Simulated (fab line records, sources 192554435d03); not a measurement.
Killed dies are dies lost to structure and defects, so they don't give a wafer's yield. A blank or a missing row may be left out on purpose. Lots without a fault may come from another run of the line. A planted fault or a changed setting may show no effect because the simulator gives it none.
A struck lot beside a sound one | flow n5_finfet | 38 steps out of a route of 1938
Sound: wafers L274.2, L274.3, L274.5. Struck: wafer L273.6. (L273.2, L273.5 of the same lot were not struck and are left out.) The cause comes at the end.
At each step with rows: each side's tool, then ch and its chambers, then its first start. Under that, the readings that differ: sound wafers | struck wafers | difference of the means | sigmas: that difference in standard deviations of wafers without a fault.
alike: readings whose means differ by less than 2 such deviations, and words and numbers that are the same on both sides. not compared: withheld readings, readings that some wafer has no value for, bounds like >300 that may hide the same value, and numbers for which the record gives no deviation and whose values overlap.
The two part at a step that has a row with sigmas, a row that says differs or no value, or rows on one side only. Numbers that don't overlap but have no deviation are shown without sigmas and don't part them. A reading that every wafer of one side lacks parts them only if that side has two wafers or more.

first, 11 steps without rows for these wafers: N5_FIN_SAQP_SPACER1_ETCHBACK_25 (etches SiO2 in CHF3/O2, target depth 24.4 nm, time 12.2 s); N5_FIN_SAQP_MANDREL1_REMOVE_56 (chemistry HBr/Cl2/O2, target a-Si, stops on SiNx, bt time 10 s); N5_FIN_SAQP_ETCH_57 (etches SiNx in CH3F/O2, target depth 32.5 nm, time 46.4 s); N5_FIN_SAQP_ETCH_65 (etches SiO2 in CF4, target depth 4 nm, time 4.4 s); N5_FIN_SAQP_MANDREL_ETCH_58 (etches a-Si in HBr/Cl2, stops on SiNx, target depth 45 nm, bt time 10 s, time 27 s); N5_FIN_SAQP_RECESS_63 (chemistry HF/NH3, target SiO2, target depth 18 nm, afs cycles 3, sublimation time 60 s); N5_FIN_SAQP_COAT_68 (time 60 s, resist thk 100 nm); N5_FIN_SAQP_ETCH_69 (etches SOC in N2/H2, stops on SiNx, target depth 150 nm); N5_FIN_SAQP_ETCH_67 (etches SiNx in CH3F/O2, target depth 30 nm); N5_FIN_SAQP_STRIP_70 (strips in N2/H2); N5_FIN_SAQP_RECESS_71 (chemistry HF/NH3, target SiO2, target depth 3 nm, afs cycles 1, sublimation time 60 s).
N5_FIN_SAQP_SPACER2_ALD_28: deposits SiO2, target thk 8.1 nm, pulse time 1 s, purge time 2 s.
  sound on ald_sin-01 ch 0,2,3, day 6 02:45; struck on ald_sin-03 ch 3, day 5 19:23
  reading                                           | sound | struck | difference | sigmas
  model.SiO2_of_FIN_SAQP_SPACER2_ALD_28.thk_nm (nm) | 8 8 8 | 4.6    | -3.4       |
  alike: chamber_pressure_Torr, heater_power_w, precursor_pulse_height_rel
then, 1 step without rows for these wafers: N5_FIN_SAQP_SPACER2_ETCHBACK_29 (etches SiO2 in CHF3/O2, target depth 12.2 nm, time 6.1 s).
N5_FIN_SAQP_MANDREL2_REMOVE_60: chemistry HBr/Cl2/O2, target a-Si, stops on SiNx, bt time 10 s.
  sound on rie_si-06 ch 0,2,3, day 6 03:14; struck on rie_si-05 ch 3, day 5 19:48
  reading                   | sound | struck | difference | sigmas
  model.FIN_SAQP.cd_nm (nm) | 8 8 8 | 4.6    | -3.4       |
  alike: drypump_motor_current_A, oes_product_au, throttle_valve_pct
  not compared: rf_hours_counter_h
N5_FIN_SAQP_CD_MEAS_31: target cd 8 nm.
  sound on cd_sem-03 ch 0, day 6 03:21; struck on cd_sem-01 ch 0, day 5 19:55
  reading    | sound          | struck | difference | sigmas
  cd_nm (nm) | 8.08 7.96 7.97 | 4.66   | -3.34      | -15
then, 3 steps without rows for these wafers: N5_FIN_SAQP_HM_OPEN_33 (chemistry CH3F/O2, target SiNx, target depth 49.4 nm, time 70.6 s); N5_FIN_SAQP_ETCH_34 (etches SiO2 in C4F6/O2, target depth 45 nm, time 15 s); N5_FIN_SAQP_STRIP_77 (strips in N2/H2, time 90 s).
N5_FIN_SAQP_HM_CD_35: target cd 8 nm.
  sound on cd_sem-01, day 6 03:37; struck on cd_sem-01, day 5 20:11
  reading    | sound          | struck | difference | sigmas
  cd_nm (nm) | 7.72 7.93 8.53 | 4.58   | -3.48      | -14
then, 1 step without rows for these wafers: N5_FIN_SAQP_ETCH_64 (etches SiO2 in CF4, target depth 1.5 nm).
N5_FIN_SAQP_FIN_ETCH_36: etches the open film in HBr/Cl2/O2, target depth 120 nm, time 50.4 s.
  sound on rie_si-03 ch 0,2,3, day 6 03:41; struck on rie_si-06 ch 1, day 5 20:15
  reading                   | sound   | struck | difference | sigmas
  model.FIN_SAQP.cd_nm (nm) | 8 8 8.2 | 4.8    | -3.3       |
  alike: drypump_motor_current_A, oes_product_au, throttle_valve_pct
  not compared: rf_hours_counter_h
N5_FIN_SAQP_CD_MEAS_37: target cd 8 nm.
  sound on cd_sem-01, day 6 03:48; struck on cd_sem-03, day 5 20:22
  reading    | sound          | struck | difference | sigmas
  cd_nm (nm) | 8.12 8.12 8.23 | 4.55   | -3.61      | -13
then, 14 steps without rows for these wafers: N5_FIN_SAQP_PRECLEAN_38 (cleans in O3/DIW, time 45 s); N5_FIN_SAQP_PRECLEAN_45 (cleans in dHF, time 10 s); N5_FIN_SAQP_SRD_39 (time 30 s); N5_FIN_CUT_COAT_18 (time 60 s, resist thk 230 nm); N5_FIN_CUT_COAT_19 (time 60 s, resist thk 20 nm); N5_FIN_CUT_COAT_29 (time 60 s, resist thk 10 nm); N5_FIN_CUT_COAT_02 (resist thk 30 nm); N5_FIN_CUT_EBR_04; N5_FIN_CUT_SOFTBAKE_03 (time 60 s); N5_FIN_CUT_EXPOSE_05 (exposes mask FIN CUT); N5_FIN_CUT_PEB_06 (peb time 60 s); N5_FIN_CUT_DEVELOP_07 (develop time 30 s); N5_FIN_CUT_DESCUM_13 (chemistry O2, time 7 s); N5_FIN_CUT_ETCH_30 (etches underlayer in N2/H2, target depth 13 nm, time 10.4 s).
N5_STI_FIN_REVEAL_CD_MEAS_22: target cd 6.238 nm, pitch 28 nm.
  sound on cd_sem-02, day 6 14:32; struck on cd_sem-03, day 6 07:14
  reading    | sound          | struck | difference | sigmas
  cd_nm (nm) | 6.04 5.85 6.29 | 2.70   | -3.36      | -12
-- the record jumps here: 5 days lie between the struck wafers' starts before and after (it left off in module STI_FIN_REVEAL and takes up again in module BEOL_M4, whose first step shown is number 1111 of the route) --
N5_BEOL_M4_RC_MEAS_101:
  sound on prober-01 ch 0, day 12 00:28; struck on prober-01 ch 0, day 11 16:19
  reading            | sound              | struck | difference | sigmas
  DIBL_N (mV/V)      | 34.8 35.0 35.1     | 15.2   | -19.8      | -10
  DIBL_P (mV/V)      | 33.7 35.1 35.4     | 9.1    | -25.6      | -11
  IOFF_N (nA/um)     | 0.13 0.13 0.15     | 0.01   | -0.13      | -4
  IOFF_N_85C (nA/um) | 2.6 2.7 2.9        | 0.3    | -2.4       | -5
  IOFF_N_LIN (nA/um) | 0.061 0.062 0.069  | 0.006  | -0.058     | -5
  IOFF_P (nA/um)     | 0.17 0.19 0.19     | 0.02   | -0.16      | -4
  IOFF_P_85C (nA/um) | 3.2 3.4 3.5        | 0.6    | -2.8       | -5
  IOFF_P_LIN (nA/um) | 0.089 0.096 0.096  | 0.020  | -0.074     | -5
  ION_N (uA/um)      | 664 668 676        | 516    | -153       | -12
  ION_P (uA/um)      | 455 458 463        | 385    | -74        | -9
  SS_N (mV/dec)      | 71.0 70.9 70.8     | 67.7   | -3.2       | -4
  SS_P (mV/dec)      | 73.2 73.4 73.2     | 65.9   | -7.4       | -11
  VT_N (mV)          | 253 250 250        | 297    | +46        | +14
  VT_N_LVT (mV)      | 102 103 99         | 147    | +46        | +14
  VT_P (mV)          | -254 -251 -251     | -276   | -24        | -7
  VT_P_LVT (mV)      | -100.5 -99.6 -99.2 | -127.9 | -28.1      | -10

WHERE THEY PART
First at N5_FIN_SAQP_CD_MEAS_31; last, within this record, at N5_BEOL_M4_RC_MEAS_101.

WHY: what the simulator had put in
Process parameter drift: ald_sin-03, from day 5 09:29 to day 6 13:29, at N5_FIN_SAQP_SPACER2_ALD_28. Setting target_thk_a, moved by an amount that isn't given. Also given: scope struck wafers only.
